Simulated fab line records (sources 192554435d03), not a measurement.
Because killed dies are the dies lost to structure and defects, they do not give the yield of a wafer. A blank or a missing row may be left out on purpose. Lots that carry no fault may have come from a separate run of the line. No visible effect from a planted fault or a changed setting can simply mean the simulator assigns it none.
Struck lot and sound lot, side by side | flow n5_finfet | 32 out of 1938 route steps
Sound: wafers L364.2, L364.4, L364.5. Wafers L367.3, L367.5, L367.6 were the ones struck. The cause is named last.
Order at every step that has rows: each side's tool, ch and its chambers, its first start. Under that, the readings that differ: sound wafers | struck wafers | difference of the means | sigmas: that difference in standard deviations of wafers without a fault.
alike: readings whose means differ by less than 2 such deviations, and words and numbers that are the same on both sides. not compared: withheld readings, readings that some wafer has no value for, bounds like >300 that may hide the same value, and numbers for which the record gives no deviation and whose values overlap.
A row with sigmas, a row that says differs or no value, or rows on one side alone: a step with any of these is where the two part. When numbers do not overlap yet have no deviation, they are printed without sigmas and do not part them. A reading missing from all wafers of one side parts the sides only when that side holds two or more wafers.

first, 10 steps without rows for these wafers: N5_SD_EPI_P_SRD_20 (time 30 s); N5_SD_EPI_P_PRECLEAN_51 (cleans in NF3:NH3, afs cycles 1, time 20 s, sublimation time 60 s); N5_SD_EPI_P_VAPOR_ETCH_44 (etches SiGe30 in NF3/Ar, time 3.3 s); N5_SD_EPI_P_EPI_21 (deposits SiGe:B, time 355 s); N5_SD_EPI_P_HM_STRIP_48 (strips SiNx in H3PO4, material SiNx, target depth 3 nm); N5_SD_EPI_P_SRD_49 (time 30 s); N5_SD_EPI_P_PRECLEAN_24 (cleans in O3/DIW, time 45 s); N5_SD_EPI_P_PRECLEAN_32 (cleans in dHF, time 10 s); N5_SD_EPI_P_PRECLEAN_33 (cleans in SC2, time 45 s); N5_SD_EPI_P_SRD_25 (time 30 s).
N5_SD_ACTIVATION_RTA_00: time 0 s.
  sound on rtp_anneal-01 ch 0, day 4 20:49; struck on rtp_anneal-01 ch 0, day 5 16:51
  reading             | sound             | struck               | difference | sigmas
  lamp_power_pct (%)  | 8.97 8.88 8.90    | 10.08 10.03 10.02    | +1.13      | +21
  lamp_zone_1_pct (%) | 8.998 8.971 8.959 | 10.005 9.968 10.010  | +1.018     | +44
  lamp_zone_2_pct (%) | 8.974 8.968 8.947 | 10.011 10.017 9.993  | +1.044     | +47
  lamp_zone_3_pct (%) | 8.968 8.928 8.907 | 9.972 10.050 9.967   | +1.062     | +51
  lamp_zone_4_pct (%) | 8.961 8.921 8.932 | 10.026 10.008 9.965  | +1.062     | +51
  lamp_zone_5_pct (%) | 8.901 8.995 8.935 | 10.026 9.973 10.050  | +1.073     | +45
  lamp_zone_6_pct (%) | 8.840 8.876 8.846 | 9.984 9.924 9.948    | +1.098     | +50
  lamp_zone_7_pct (%) | 9.348 9.327 9.346 | 10.447 10.434 10.439 | +1.100     | +48
  alike: wafer_temp_C_max
then, 19 steps without rows for these wafers: N5_SD_ACTIVATION_LSA_01 (time 0.0008 s); N5_ILD0_LINER_00 (material SiNx, target thk 4 nm, pulse time 1 s, purge time 2 s); N5_ILD0_FCVD_FILL_01 (material SiO2 flowable, target thk 200 nm, time 328.3 s); N5_ILD0_CURE_02 (time 1800 s); N5_ILD0_CMP_03 (polishes, stops on SiNx, t overpolish 1.9 s, target thk 197.38 nm); N5_ILD0_CMP_07 (polishes SiO2 flowable, stops on poly-Si, t overpolish 1.18 s, target thk 138.88 nm); N5_ILD0_PRECLEAN_10 (cleans in NF3:NH3, afs cycles 5, time 20 s, sublimation time 60 s); N5_ILD0_ALD_15 (deposits SiNx, target thk 24 nm, pulse time 1 s, ald cycles 480); N5_ILD0_CMP_12 (polishes SiNx, stops on poly-Si, t overpolish 6 s, target thk 17.67 nm); N5_SDB_HM_DEP_00 (deposits SiNx from SiH4/NH3/N2, target thk 40 nm, time 35.3 s); N5_SDB_COAT_03 (time 60 s, resist thk 100 nm); N5_SDB_COAT_04 (time 60 s, resist thk 18 nm); N5_SDB_COAT_05 (resist thk 90 nm); N5_SDB_EBR_07; N5_SDB_SOFTBAKE_06 (time 60 s); N5_SDB_EXPOSE_08 (exposes mask SDB); N5_SDB_PEB_09 (peb time 60 s); N5_SDB_DEVELOP_10 (develop time 30 s); N5_SDB_DESCUM_16 (chemistry O2, time 7.9 s).
-- the record jumps here: 5 days lie between the struck wafers' starts before and after (it left off in module SDB and takes up again in module BEOL_M4, whose first step shown is number 1111 of the route) --
N5_BEOL_M4_RC_MEAS_101:
  sound on prober-02 ch 0, day 9 19:25; struck on prober-01 ch 0, day 10 19:36
  reading            | sound             | struck            | difference | sigmas
  DIBL_P (mV/V)      | 37.1 40.0 35.4    | 50.5 49.4 50.5    | +12.6      | +6
  IOFF_P (nA/um)     | 0.19 0.24 0.17    | 0.90 0.81 0.92    | +0.68      | +18
  IOFF_P_85C (nA/um) | 3.5 4.2 3.2       | 12.1 11.2 12.3    | +8.2       | +16
  IOFF_P_LIN (nA/um) | 0.092 0.108 0.085 | 0.319 0.303 0.331 | +0.223     | +16
  ION_P (uA/um)      | 457 463 456       | 523 521 525       | +64        | +8
  REXT_P (ohm.um)    | 106.6 106.7 105.5 | 87.3 88.4 86.6    | -18.8      | -7
  SS_P (mV/dec)      | 73.9 74.4 73.2    | 75.6 75.4 75.5    | +1.7       | +2
  VT_P (mV)          | -256 -249 -253    | -227 -228 -224    | +26        | +7
  VT_P_LVT (mV)      | -101 -100 -104    | -73 -74 -73       | +28        | +9
  not compared: CJ_N, DIBL_N, EOT_N, IGATE_N, IOFF_N, IOFF_N_85C, IOFF_N_LIN, IOFF_N_LONG, ION_N, RC_DENSE_N, RC_N, REXT_N, RS_SD_N, SS_N, VT_N, VT_N_LONG, VT_N_LVT
-- a jump in the record: the struck wafers' starts before and after are 4 days apart (it breaks off in module BEOL_M4 and resumes in module PASSIVATION, where the first step shown is number 1936 of the route) --
N5_PASSIVATION_PROBE_49:
  sound on prober-02 at day 14 15:57; struck on prober-01 at day 15 06:11
  reading                | sound          | struck            | difference | sigmas
  killed_short           | 22 24 21       | 33 45 36          | +16        | +2
  sort_bin_4_leakage (%) | 0 0 0          | 92.37 90.25 92.29 | +91.64     | +99 or more
  sort_n_pass            | 1096 1091 1116 | 0 0 0             | -1101      | -61
  sort_yield_pct (%)     | 92.9 92.5 94.6 | 0 0 0             | -93        | -62
  alike: defect_limited_yield, killed_at_M0_to_M3, killed_at_M4_up, killed_at_contacts, killed_at_front_end, killed_at_other, killed_dies, killed_open, sort_bin_5_function, sort_bin_6_memory, sort_bin_8_speed

## WHERE THEY PART
Last at N5_PASSIVATION_PROBE_49 as far as this record goes, first at N5_SD_ACTIVATION_RTA_00.

WHY: the cause the simulator had injected
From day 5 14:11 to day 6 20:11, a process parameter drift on rtp_anneal-01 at N5_SD_ACTIVATION_RTA_00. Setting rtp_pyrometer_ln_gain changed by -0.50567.
